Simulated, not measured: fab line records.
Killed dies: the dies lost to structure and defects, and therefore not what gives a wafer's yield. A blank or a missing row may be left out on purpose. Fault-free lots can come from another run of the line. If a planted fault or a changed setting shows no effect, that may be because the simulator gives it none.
8D (eight disciplines) problem report, filled in by code    flow nandHarc    the parts of the form that need people (team, actions taken, sign-off) are left out

## 1. WHAT WENT WRONG
At NHARC_A_BONDPAD_CD_MEAS_09, cdNm averages 513.3 nm over 9 wafers from 3 lots, while fault-free wafers read 499.7 nm, standard deviation 2. That is +6.8 standard deviations from the usual mean.
The step: target cd 500 nm.
First observed at day 22 01:44: wafer L222.1, on cdSem-02. Wafers with a number at this step in the record: 33, from 11 lots. Rule for "out", or "out of limits": more than 4 standard deviations from the usual mean. All remaining wafers that have a number are taken as sound.

## 2. WHAT IT IS; WHAT IT IS NOT
question                     is                      is not
which readings at this step  cdNm                    -
which lots                   L222, L227, L229        L208, L213, L214, L215, L216, L217, L220, L221
which wafers of those lots   all that have a number  -
read on which gauges         cdSem-01, cdSem-02      cdSem-03
when                         from day 22 01:44       up to then (24 sound wafers)

## 3. THE SUSPECTS, EACH WITH WHAT RULES IT OUT
Counting: a tool stays on the suspect list if, at a process step up to the reading, it processed all lots that are out and no sound lot following the first of them.
- the gauge at NHARC_A_BONDPAD_CD_MEAS_09 is ruled out. The wafers that are out were read on 2 gauges (cdSem-01, cdSem-02).
- krfScanner-04 at NHARC_A_BONDPAD_EXPOSE_06 (exposes mask A BPAD): kept. All lots that are out passed through it, beginning with L222 at day 22 01:35, and no sound lot followed; its final sound lot before that point was L221 at day 21 07:05. On those wafers its own readings are out: exposureDoseMJCm2.
Remaining after the count: krfScanner-04 at NHARC_A_BONDPAD_EXPOSE_06.

## 4. THE CAUSE (what the simulator had put in)
Drift in process parameters on krfScanner-04 at NHARC_A_BONDPAD_EXPOSE_06, starting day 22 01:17. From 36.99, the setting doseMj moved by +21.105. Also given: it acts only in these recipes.
After counting, this tool was the only one left.

## 5. THE EFFECT CHAIN, in route order
Rows list readings where the struck wafers' mean (over those with a number) sits beyond 3 standard deviations from the usual. Only readings whose record carries a usual standard deviation are examined. hours: median over the lots of the time between each lot's start at the first step of this table that gives one and its start at this step. sigmas: the change, counted in usual standard deviations.
hours  step                        reading            usual     on struck wafers  change  sigmas
0      NHARC_A_BONDPAD_EXPOSE_06   exposureDoseMJCm2  36.98     55.63             +18.65  +99 or more
0      NHARC_A_BONDPAD_CD_MEAS_09  cdNm               499.7 nm  513.3             +13.6   +6.8
The process steps in it:
- NHARC_A_BONDPAD_EXPOSE_06: exposes mask A BPAD.
At these later measuring or inspecting steps, every struck wafer for which the step has a row has a number for every such reading, and none has moved that far: NHARC_END_SORT_01.

## 6. WHAT WOULD HAVE CAUGHT IT SOONER
0 hours passed between the start of the fault at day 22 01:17 and the first reading out of limits at a measuring or inspecting step in this record, taken at day 22 01:44.
The tool's own readings at NHARC_A_BONDPAD_EXPOSE_06 were out on every struck wafer that the step has a row for (exposureDoseMJCm2): an alarm limit on them would have fired on the first of those.
Among the 3 lots that are out, L227, L229 began NHARC_A_BONDPAD_EXPOSE_06 on krfScanner-04 after day 22 01:44. A hold on the tool at that time would have spared those 2.
